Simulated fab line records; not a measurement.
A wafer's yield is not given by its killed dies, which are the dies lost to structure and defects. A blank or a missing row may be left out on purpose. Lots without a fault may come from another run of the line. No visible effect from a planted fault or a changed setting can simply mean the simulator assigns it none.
fab line records | flow nandHarc
record lots=12 | wafers=36 | lastDay=23
route steps=1159 shown P_CONTACT@242 THIN_TSV@1119 END@1159
lots that met no fault: taken from a fault-free run of the same line
startH: hours from the record's first day to the start of the lot's first wafer shown | waitH: hours from the lot's prior step to this one | " identical to the entry in the row above | L1.1+2: several wafers, shown together as one row | - either no value or no given start | * or withheld: withheld | < > ~ a bound
route shown NAME@n: NAME is a module with steps in the file, n the number in the route of the first one | usual: the fault-free wafers' mean and standard deviation | same: alike in all rows | chamber/n: place in a boat | sites: each site's reading | _std_site: the values' standard deviation | _edge_site: outer sites' mean less inner sites' | radiusMm: how far each site lies from the wafer's centre | mask NAME#n: copy n | behind: tool/chamber where the wafer was last shaped | hold: reason for holding the lot/hours on hold/outcome of the hold | device: whichever transistor did not switch (one of n, p or np) | end of line: at the end of the route, the tests of the same wafers | a step given without rows: its recipe and nothing more | killed: dies lost to structure and defects at the first sort, not the wafer's yield | map: the dies of a wafer, with x for killed, . for not killed, _ for no die there
set.NAME: setting as actually run; set.NAME@STEP: the setting as run at that earlier step | model.NAME: the simulator's own value behind a step, which no gauge read
a sample of lots followed through the steps of the route, with each step as a table and each wafer as a row
services: a tool's chamber out of use, with start hour (startH, from the record's first day; less than 0 if before it), hours out, and reason
## steps
# step NHARC_P_CONTACT_STRIP_28
# recipe o2FlowSccm=500 | arFlowSccm=0 | biasW=0 | chemistry=O2
# usual drypumpMotorCurrentA=5.9/0.43 | oesProductAu=0.998/0.0085 | rfVppV=57.7/0.83 | showerheadPlenumPTorr=3.48/0.14 | throttleValvePct=17.035/0.009
# same biasW=0
lot.wafer | tool       | chamber | startH | waitH | drypumpMotorCurrentA | oesProductAu | rfHoursCounterH | rfVppV | showerheadPlenumPTorr | throttleValvePct
L655.2    | rieDiel-04 | 2       | 111.39 | 0.1   | 5.7                  | 0.995        | 19              | 57.7   | 3.32                  | 17.025
L655.4    | "          | 1       | "      | "     | 5.1                  | 0.992        | 18              | 57.5   | 3.45                  | 17.061
L655.6    | "          | 3       | "      | "     | 6.4                  | 0.997        | -               | 57.2   | 3.32                  | 17.024
L656.3    | rieDiel-08 | 1       | 122.13 | 0.1   | 6.8                  | 1.000        | 15              | 57.1   | 3.43                  | 17.047
L656.2    | "          | 2       | "      | "     | 6.0                  | 0.988        | 13              | 58.4   | 3.59                  | 17.042
L656.5    | "          | 1       | "      | "     | 6.8                  | 1.007        | -               | 58.0   | 3.43                  | 17.038
L658.3    | rieDiel-04 | 2       | 130.58 | 0.1   | 5.7                  | 1.000        | 2               | 56.6   | 3.32                  | 17.023
L658.2    | "          | 0       | "      | "     | 5.9                  | 0.993        | 1               | 59.6   | 3.73                  | 17.040
L658.5    | "          | 2       | "      | "     | 5.7                  | 0.995        | -               | 57.9   | 3.32                  | 17.041
L659.3    | rieDiel-04 | 2       | 131.82 | 0.1   | 5.7                  | 0.999        | 2               | 57.9   | 3.32                  | 17.028
L659.2    | "          | 3       | "      | "     | 6.4                  | 1.010        | 2               | 56.5   | 3.32                  | 17.044
L659.5    | "          | 1       | "      | "     | 5.1                  | 0.999        | -               | 56.2   | 3.45                  | 17.029
L662.4    | rieDiel-08 | 0       | 149.90 | 0.1   | 5.8                  | 1.001        | 2               | 57.0   | 3.63                  | 17.019
L662.2    | "          | 2       | "      | "     | 6.0                  | 0.998        | 1               | 58.1   | 3.58                  | 17.028
L662.6    | "          | 0       | "      | "     | 5.8                  | 1.004        | -               | 58.8   | 3.63                  | 17.035
L663.3    | rieDiel-08 | 1       | 156.69 | 0.1   | 6.8                  | 0.995        | 2               | 57.2   | 3.43                  | 17.041
L663.2    | "          | 2       | "      | "     | 6.0                  | 0.994        | 2               | 58.9   | 3.58                  | 17.037
L663.6    | "          | 0       | "      | "     | 5.8                  | 1.008        | -               | 57.8   | 3.63                  | 17.034
L664.1    | rieDiel-04 | 0       | 170.72 | 0.1   | 5.9                  | 0.995        | 6               | 58.5   | 3.73                  | 17.047
L664.2    | "          | 1       | "      | "     | 5.1                  | 1.000        | 6               | 57.8   | 3.45                  | 17.042
L664.3    | "          | 2       | "      | "     | 5.7                  | 0.992        | 7               | 56.7   | 3.31                  | 17.039
L666.2    | rieDiel-08 | 2       | 178.51 | 0.1   | 6.0                  | 0.996        | 4               | 59.4   | 3.58                  | 17.030
L666.4    | "          | 3       | "      | "     | 5.9                  | 0.982        | 4               | 57.3   | 3.38                  | 17.025
L666.3    | "          | 1       | "      | "     | 6.8                  | 1.000        | 5               | 57.4   | 3.43                  | 17.026
L665.3    | rieDiel-08 | 3       | 179.30 | 0.1   | 5.9                  | 0.984        | 4               | 58.0   | 3.38                  | 17.032
L665.4    | "          | 0       | "      | "     | 5.8                  | 1.014        | 5               | 58.0   | 3.63                  | 17.034
L665.5    | "          | 3       | "      | "     | 5.9                  | 1.001        | -               | 57.2   | 3.38                  | 17.036
L667.1    | rieDiel-08 | 0       | 190.40 | 0.1   | 5.9                  | 0.999        | 5               | 57.2   | 3.63                  | 17.043
L667.3    | "          | 1       | "      | "     | 6.8                  | 0.993        | 6               | 58.7   | 3.43                  | 17.032
L667.4    | "          | 2       | "      | "     | 6.0                  | 0.990        | 5               | 58.2   | 3.58                  | 17.033
L670.1    | rieDiel-08 | 3       | 208.09 | 0.1   | 5.9                  | 0.992        | 6               | 57.7   | 3.38                  | 17.038
L670.2    | "          | 0       | "      | "     | 5.9                  | 1.007        | 7               | 59.1   | 3.63                  | 17.032
L670.6    | "          | 3       | "      | "     | 5.9                  | 0.991        | -               | 58.2   | 3.38                  | 17.041
L672.2    | rieDiel-08 | 3       | 213.91 | 0.1   | 5.9                  | 0.994        | 7               | 58.0   | 3.38                  | 17.028
L672.3    | "          | 1       | "      | "     | 6.8                  | 1.006        | 8               | 57.7   | 3.43                  | 17.034
L672.6    | "          | 3       | "      | "     | 5.9                  | 1.000        | -               | 55.9   | 3.38                  | 17.039
# step NHARC_THIN_TSV_ETCH_44
# recipe targetDepthA=15942 | timeS=797.1 | cf4FlowSccm=150 | o2FlowSccm=10 | arFlowSccm=0 | rfW=300 | biasW=800 | chemistry=CF4/O2
# usual biasW=799.6/2.1 | drypumpMotorCurrentA=5.6/0.45 | oesProductAu=0.999/0.01 | rfVppV=791/4.3 | showerheadPlenumPTorr=1.78/0.066 | throttleValvePct=16.915/0.01
lot.wafer | tool       | chamber | startH | waitH | biasW | drypumpMotorCurrentA | oesProductAu | rfHoursCounterH | rfVppV | showerheadPlenumPTorr | throttleValvePct
L656.3    | rieDiel-12 | 1       | 432.54 | 0.1   | 800.5 | 5.8                  | 1.010        | 3               | 792    | 1.81                  | 16.917
L656.2    | "          | 2       | "      | "     | 799.9 | 5.3                  | 1.001        | 3               | 787    | 1.73                  | 16.909
L656.5    | "          | 1       | "      | "     | 797.4 | 5.8                  | 1.003        | -               | 792    | 1.81                  | 16.924
L658.2    | rieDiel-04 | 1       | 438.85 | 0.1   | 797.0 | 5.1                  | 0.991        | 19              | 792    | 1.78                  | 16.923
L658.3    | "          | 2       | "      | "     | 802.0 | 5.7                  | 1.003        | 18              | 787    | 1.71                  | 16.928
L658.5    | "          | 1       | "      | "     | 799.5 | 5.1                  | 0.985        | -               | 791    | 1.78                  | 16.918
L659.2    | rieDiel-12 | 0       | 448.12 | 0.1   | 798.7 | 5.5                  | 1.010        | 5               | 790    | 1.76                  | 16.935
L659.3    | "          | 1       | "      | "     | 797.7 | 5.8                  | 0.992        | 4               | 792    | 1.81                  | 16.898
L659.5    | "          | 1       | "      | "     | 798.0 | 5.8                  | 1.000        | -               | 792    | 1.80                  | 16.932
L655.2    | rieDiel-04 | 3       | 458.79 | 0.2   | 799.7 | 6.4                  | 1.009        | 20              | 786    | 1.72                  | 16.926
L655.4    | "          | 0       | "      | "     | 798.0 | 5.9                  | 1.002        | 20              | 801    | 1.93                  | 16.916
L655.6    | "          | 1       | "      | "     | 803.7 | 5.1                  | 1.001        | -               | 792    | 1.78                  | 16.915
L662.4    | rieDiel-12 | 1       | 470.49 | 0.2   | 800.9 | 5.8                  | 0.985        | 6               | 793    | 1.80                  | 16.908
L662.2    | "          | 2       | "      | "     | 799.5 | 5.3                  | 0.989        | 6               | 787    | 1.73                  | 16.905
L662.6    | "          | 0       | "      | "     | 799.3 | 5.5                  | 1.005        | -               | 788    | 1.76                  | 16.912
L663.2    | rieDiel-12 | 2       | 471.73 | 0.2   | 799.3 | 5.3                  | 0.983        | 6               | 788    | 1.73                  | 16.906
L663.3    | "          | 3       | "      | "     | 800.2 | 5.0                  | 0.991        | 6               | 795    | 1.81                  | 16.920
L663.6    | "          | 0       | "      | "     | 798.7 | 5.5                  | 1.013        | -               | 790    | 1.76                  | 16.924
L664.2    | rieDiel-04 | 2       | 479.28 | 0.1   | 802.1 | 5.7                  | 0.984        | 0               | 786    | 1.71                  | 16.907
L664.1    | "          | 3       | "      | "     | 799.5 | 6.3                  | 1.011        | 0               | 788    | 1.71                  | 16.919
L664.3    | "          | 0       | "      | "     | 799.8 | 5.9                  | 1.007        | 0               | 800    | 1.93                  | 16.907
L666.3    | rieDiel-09 | 1       | 480.03 | 0.2   | 798.7 | 5.1                  | 0.995        | 2               | 798    | 1.89                  | 16.917
L666.2    | "          | 2       | "      | "     | 802.7 | 6.4                  | 0.993        | 2               | 788    | 1.73                  | 16.930
L666.4    | "          | 2       | "      | "     | 802.1 | 6.4                  | 0.986        | -               | 788    | 1.73                  | 16.919
L665.3    | rieDiel-12 | 2       | 500.57 | 0.2   | 798.8 | 5.3                  | 0.981        | 8               | 787    | 1.72                  | 16.916
L665.4    | "          | 3       | "      | "     | 801.5 | 5.0                  | 0.991        | 7               | 794    | 1.81                  | 16.915
L665.5    | "          | 0       | "      | "     | 797.0 | 5.5                  | 1.006        | -               | 789    | 1.76                  | 16.939
L667.1    | rieDiel-04 | 3       | 513.32 | 0.1   | 799.2 | 6.3                  | 1.017        | 3               | 789    | 1.71                  | 16.918
L667.4    | "          | 1       | "      | "     | 799.1 | 5.1                  | 1.011        | 4               | 792    | 1.78                  | 16.923
L667.3    | "          | 2       | "      | "     | 797.6 | 5.7                  | 0.993        | 4               | 788    | 1.71                  | 16.905
L670.1    | rieDiel-04 | 1       | 520.39 | 0.1   | 802.4 | 5.1                  | 1.016        | 5               | 791    | 1.78                  | 16.905
L670.2    | "          | 3       | "      | "     | 798.0 | 6.3                  | 1.023        | 5               | 786    | 1.71                  | 16.904
L670.6    | "          | 0       | "      | "     | 798.4 | 5.9                  | 0.993        | -               | 800    | 1.92                  | 16.906
L672.3    | rieDiel-04 | 1       | 533.72 | 0.1   | 796.5 | 5.1                  | 1.003        | 7               | 789    | 1.78                  | 16.903
L672.2    | "          | 2       | "      | "     | 801.9 | 5.7                  | 0.984        | 6               | 787    | 1.71                  | 16.911
L672.6    | "          | 0       | "      | "     | 798.7 | 5.9                  | 0.979        | -               | 800    | 1.92                  | 16.931
# step NHARC_THIN_TSV_CD_MEAS_16
# usual cdNm=1000.2/1.7
lot.wafer | tool     | chamber | startH | waitH | cdNm
L656.2    | cdSem-03 | -       | 433.26 | 0.1   | 998.5
L656.3    | "        | -       | "      | "     | 1000.7
L656.5    | "        | -       | "      | "     | 997.9
L658.2    | cdSem-03 | -       | 439.68 | 0.1   | 1002.4
L658.3    | "        | -       | "      | "     | 1000.2
L658.5    | "        | -       | "      | "     | 997.3
L659.2    | cdSem-02 | -       | 448.84 | 0.1   | 1001.5
L659.3    | "        | -       | "      | "     | 1001.9
L659.5    | "        | -       | "      | "     | 1001.0
L655.2    | cdSem-02 | -       | 459.39 | 0.1   | 1001.1
L655.4    | "        | -       | "      | "     | 1001.9
L655.6    | "        | -       | "      | "     | 998.6
L662.2    | cdSem-03 | -       | 471.10 | 0.1   | 1001.0
L662.4    | "        | -       | "      | "     | 995.9
L662.6    | "        | -       | "      | "     | 1001.8
L663.2    | cdSem-03 | -       | 472.35 | 0.1   | 1004.4
L663.3    | "        | -       | "      | "     | 999.6
L663.6    | "        | -       | "      | "     | 1001.0
L664.1    | cdSem-01 | -       | 479.93 | 0.1   | 999.0
L664.2    | "        | -       | "      | "     | 999.0
L664.3    | "        | -       | "      | "     | 999.3
L666.2    | cdSem-03 | -       | 480.81 | 0.1   | 1002.5
L666.3    | "        | -       | "      | "     | 1001.9
L666.4    | "        | -       | "      | "     | 1001.2
L665.3    | cdSem-01 | -       | 501.18 | 0.1   | 1000.3
L665.4    | "        | -       | "      | "     | 1001.1
L665.5    | "        | -       | "      | "     | 996.7
L667.1    | cdSem-01 | -       | 514.04 | 0.1   | 1000.7
L667.3    | "        | -       | "      | "     | 1000.2
L667.4    | "        | -       | "      | "     | 1001.8
L670.1    | cdSem-03 | -       | 521.05 | 0.1   | 1003.0
L670.2    | "        | -       | "      | "     | 1003.0
L670.6    | "        | -       | "      | "     | 1002.0
L672.2    | cdSem-01 | -       | 534.38 | 0.1   | 999.8
L672.3    | "        | -       | "      | "     | 999.1
L672.6    | "        | -       | "      | "     | 1000.4
# step NHARC_THIN_TSV_ETCH_59
# recipe targetDepthA=8800 | icpW=900 | biasW=100 | Cl2_flow_sccm=60 | bcl3FlowSccm=30 | timeS=138.1 | chemistry=Cl2/BCl3
# usual bcl3FlowSccm=30.00/0.098 | biasW=100.00/0.27 | drypumpMotorCurrentA=5.95/0.23 | oesProductAu=1.001/0.0089 | throttleValvePct=22.263/0.0091
lot.wafer | tool        | chamber | startH | waitH | bcl3FlowSccm | biasW  | drypumpMotorCurrentA | oesProductAu | rfHoursCounterH | throttleValvePct
L656.2    | rieMetal-03 | 0       | 438.37 | 0.1   | 29.96        | 100.17 | 6.10                 | 1.006        | 4.5             | 22.268
L656.3    | "           | 1       | "      | "     | 30.04        | 99.96  | 5.77                 | 0.993        | -               | 22.259
L656.5    | "           | 0       | "      | "     | 30.13        | 100.02 | 6.10                 | 1.013        | -               | 22.257
L658.2    | rieMetal-03 | 1       | 444.97 | 0.1   | 30.14        | 100.25 | 5.79                 | 0.988        | 4.7             | 22.259
L658.3    | "           | 1       | "      | "     | 30.19        | 99.67  | 5.76                 | 0.988        | -               | 22.272
L658.5    | "           | 1       | "      | "     | 30.11        | 100.12 | 5.74                 | 0.988        | -               | 22.262
L659.2    | rieMetal-02 | 1       | 454.09 | 0.1   | 29.92        | 99.65  | 6.27                 | 1.007        | 1.6             | 22.261
L659.3    | "           | 0       | "      | "     | 30.03        | 100.62 | 5.85                 | 0.995        | -               | 22.271
L659.5    | "           | 0       | "      | "     | 29.95        | 100.22 | 5.88                 | 1.008        | -               | 22.259
L655.2    | rieMetal-03 | 1       | 464.65 | 0.1   | 30.19        | 100.13 | 5.75                 | 0.992        | 0.0             | 22.253
L655.4    | "           | 0       | "      | "     | 30.02        | 100.16 | 6.14                 | 1.005        | -               | 22.279
L655.6    | "           | 1       | "      | "     | 30.04        | 100.07 | 5.78                 | 0.981        | -               | 22.262
L662.2    | rieMetal-03 | 0       | 476.40 | 0.2   | 30.25        | 99.77  | 6.14                 | 1.008        | 0.2             | 22.276
L662.4    | "           | 1       | "      | "     | 29.97        | 100.16 | 5.76                 | 0.996        | -               | 22.261
L662.6    | "           | 0       | "      | "     | 30.26        | 100.29 | 6.14                 | 1.013        | -               | 22.243
L663.2    | rieMetal-02 | 1       | 477.50 | 0.1   | 29.96        | 99.98  | 6.27                 | 0.993        | 2.1             | 22.263
L663.3    | "           | 0       | "      | "     | 30.03        | 99.95  | 5.87                 | 1.002        | -               | 22.264
L663.6    | "           | 0       | "      | "     | 29.96        | 99.86  | 5.87                 | 1.009        | -               | 22.275
L664.1    | rieMetal-03 | 1       | 485.12 | 0.1   | 29.95        | 99.66  | 5.76                 | 1.007        | 0.5             | 22.259
L664.2    | "           | 0       | "      | "     | 30.05        | 99.57  | 6.12                 | 1.001        | 0.5             | 22.258
L664.3    | "           | 0       | "      | "     | 30.08        | 99.81  | 6.14                 | 1.008        | -               | 22.250
L666.2    | rieMetal-02 | 0       | 486.25 | 0.1   | 30.06        | 99.91  | 5.89                 | 1.000        | 2.6             | 22.260
L666.3    | "           | 0       | "      | "     | 29.97        | 99.75  | 5.86                 | 0.999        | -               | 22.258
L666.4    | "           | 1       | "      | "     | 30.11        | 100.22 | 6.27                 | 0.999        | -               | 22.262
L665.3    | rieMetal-03 | 0       | 506.86 | 0.2   | 29.98        | 99.50  | 6.16                 | 1.019        | -               | 22.264
L665.4    | "           | 0       | "      | "     | 30.08        | 100.25 | 6.14                 | 1.008        | -               | 22.259
L665.5    | "           | 0       | "      | "     | 30.09        | 100.10 | 6.15                 | 1.004        | -               | 22.269
L667.1    | rieMetal-01 | 1       | 519.89 | 0.1   | 29.96        | 99.91  | 5.69                 | 0.984        | 0.0             | 22.273
L667.3    | "           | 1       | "      | "     | 30.06        | 99.60  | 5.74                 | 0.983        | -               | 22.271
L667.4    | "           | 1       | "      | "     | 29.97        | 99.67  | 5.71                 | 0.982        | -               | 22.253
L670.1    | rieMetal-01 | 0       | 526.29 | 0.1   | 30.07        | 100.21 | 5.53                 | 1.002        | 0.1             | 22.256
L670.2    | "           | 1       | "      | "     | 29.87        | 99.70  | 5.73                 | 0.994        | 0.5             | 22.267
L670.6    | "           | 1       | "      | "     | 30.02        | 100.19 | 5.68                 | 1.001        | -               | 22.261
L672.2    | rieMetal-02 | 0       | 539.85 | 0.1   | 30.07        | 100.32 | 5.86                 | 1.004        | 4.3             | 22.278
L672.3    | "           | 0       | "      | "     | 29.99        | 100.46 | 5.88                 | 1.005        | -               | 22.255
L672.6    | "           | 1       | "      | "     | 29.85        | 100.20 | 6.24                 | 1.008        | -               | 22.267
# step NHARC_END_SORT_01
# recipe tempC=25
# usual killedAtArray=21/8.9 | killedAtOther=0.8/1.3 | killedAtPeriphery=3.6/2.4 | killedDies=26/8.9 | killedOpen=3.1/1.8 | killedShort=1.9/1.3
# same grossDies=677
lot.wafer | tool      | chamber | startH | waitH | killedAtArray | killedAtOther | killedAtPeriphery | killedDies | killedOpen | killedShort
L670.1    | prober-01 | 0       | 535.50 | 2.5   | 24            | 1             | 45                | 70         | 2          | 3
L670.2    | prober-01 | 0       | 536.30 | 2.8   | 28            | 1             | 2                 | 31         | 3          | 3
L670.6    | prober-01 | 0       | 539.49 | 4.0   | 19            | 0             | 53                | 72         | 3          | 1
L672.2    | prober-02 | 0       | 551.74 | 2.8   | 16            | 1             | 48                | 65         | 6          | 2
L672.3    | prober-02 | 0       | 552.55 | 3.1   | 16            | 0             | 5                 | 21         | 6          | 2
L672.6    | prober-02 | 0       | 554.98 | 4.1   | 12            | 0             | 45                | 57         | 1          | 3
# killed by level:class
L670.1 P_CONTACT:unspecified=45 A_CHANNEL_HOLE_D1:chamberFilmFlake=18 A_CHANNEL_FILL_D1:geometricParticle:open=1 A_CHANNEL_FILL_D1:geometricParticle:short=1 A_WL_FILL:geometricParticle:short=1 A_BLC:geometricParticle:open=1 STARTING-WAFER:geometricParticle:short=1 A_STAIRCASE:chamberFilmFlake=1
L670.2 A_CHANNEL_HOLE_D1:chamberFilmFlake=22 A_WL_FILL:geometricParticle:short=2 P_GATE:geometricParticle:open=1 A_ONON_D1:geometricParticle:open=1 A_CHANNEL_FILL_D1:geometricParticle:open=1 A_CONTACT:geometricParticle:short=1 P_M0:chamberFilmFlake=1 A_WL_FILL:chamberFilmFlake=1
L670.6 P_CONTACT:unspecified=50 A_CHANNEL_HOLE_D1:chamberFilmFlake=14 A_CONTACT:chamberFilmFlake=2 P_M1:geometricParticle:open=1 A_CHANNEL_FILL_D1:geometricParticle:open=1 A_CONTACT:geometricParticle:short=1 A_CONTACT:geometricParticle:open=1 P_GATE:chamberFilmFlake=1
L672.2 P_CONTACT:unspecified=46 A_CHANNEL_HOLE_D1:chamberFilmFlake=6 A_CONTACT:chamberFilmFlake=4 A_CONTACT:geometricParticle:open=2 P_M2:geometricParticle:open=1 A_CHANNEL_FILL_D1:geometricParticle:open=1 A_CHANNEL_FILL_D1:geometricParticle:short=1 A_M0:geometricParticle:open=1
L672.3 A_CONTACT:chamberFilmFlake=8 A_STAIRCASE:chamberFilmFlake=2 P_CONTACT:geometricParticle:open=1 P_CONTACT:geometricParticle:short=1 P_M2:geometricParticle:open=1 A_ONON_D1:geometricParticle:open=1 A_CHANNEL_FILL_D1:geometricParticle:open=1 A_SGD_CUT:geometricParticle:open=1
L672.6 P_CONTACT:unspecified=44 A_CHANNEL_HOLE_D1:chamberFilmFlake=5 A_CONTACT:chamberFilmFlake=3 P_STI:geometricParticle:short=1 A_SOURCE_PLATE:geometricParticle:short=1 A_CONTACT:geometricParticle:open=1 A_CONTACT:geometricParticle:short=1 A_WL_FILL:chamberFilmFlake=1
## services
tool        | chamber | startH | hours | kind
rieDiel-04  | 0       | 98.53  | 4.5   | repair
rieMetal-03 | -       | 99.00  | 9.0   | pm
rieDiel-04  | -       | 111.94 | 9.0   | pm
rieDiel-08  | -       | 124.80 | 9.0   | pm
rieDiel-04  | 2       | 183.10 | 4.2   | repair
rieDiel-04  | 2       | 195.37 | 6.4   | repair
rieDiel-04  | 2       | 209.85 | 3.1   | repair
rieDiel-08  | 2       | 217.48 | 6.4   | repair
rieDiel-08  | 0       | 256.90 | 5.9   | repair
rieDiel-08  | 0       | 268.76 | 5.8   | repair
rieMetal-03 | -       | 276.00 | 9.0   | pm
rieDiel-04  | -       | 288.98 | 9.0   | pm
rieDiel-08  | -       | 301.80 | 9.0   | pm
rieDiel-04  | -       | 366.02 | 0.3   | repair
rieDiel-08  | 0       | 410.20 | 6.9   | repair
rieDiel-04  | 3       | 418.59 | 6.9   | repair
rieDiel-04  | 0       | 436.96 | 6.9   | repair
rieMetal-03 | -       | 453.00 | 9.0   | pm
rieDiel-04  | -       | 465.98 | 9.0   | pm
rieDiel-08  | -       | 478.80 | 9.0   | pm
rieDiel-04  | -       | 500.12 | 0.5   | repair
rieDiel-08  | 0       | 501.42 | 9.7   | repair
rieDiel-08  | 1       | 513.56 | 11.1  | repair
rieDiel-08  | -       | 535.17 | 0.4   | repair
## key
firstSign step=NHARC_END_SORT_01 | reading=killedAtPeriphery | direction=up | sigmas=18 | usual=3.6 | struck=47.8
effect step=NHARC_END_SORT_01 | reading=killedDies | direction=up | sigmas=4.5 | usual=26 | struck=66
moreKillsBornAt NHARC_P_CONTACT_STRIP_28@rieDiel-08=185
metAt NHARC_P_CONTACT_STRIP_28
struckLots L670,L672
struckWafers L670.1,L670.6,L672.2,L672.6
testerLeftOut L670,L672
notActingAt NHARC_THIN_TSV_ETCH_44,NHARC_THIN_TSV_CD_MEAS_16,NHARC_THIN_TSV_ETCH_59
onsetBetween 179.30 208.09
fault kind=chamberParticleSource | tool=rieDiel-08 | chamber=3 | onsetH=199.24 | steps=NHARC_P_CONTACT_STRIP_28 | ratePerVisitCm2=0.53112 | endH=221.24
# testerLeftOut: of these lots the tester's yield and bins aren't shown, on N5 and GAA mostly nor the transistor test; their killed dies are dies lost to structure and defects alone, not to doping, threshold or leakage, so they don't give the yield
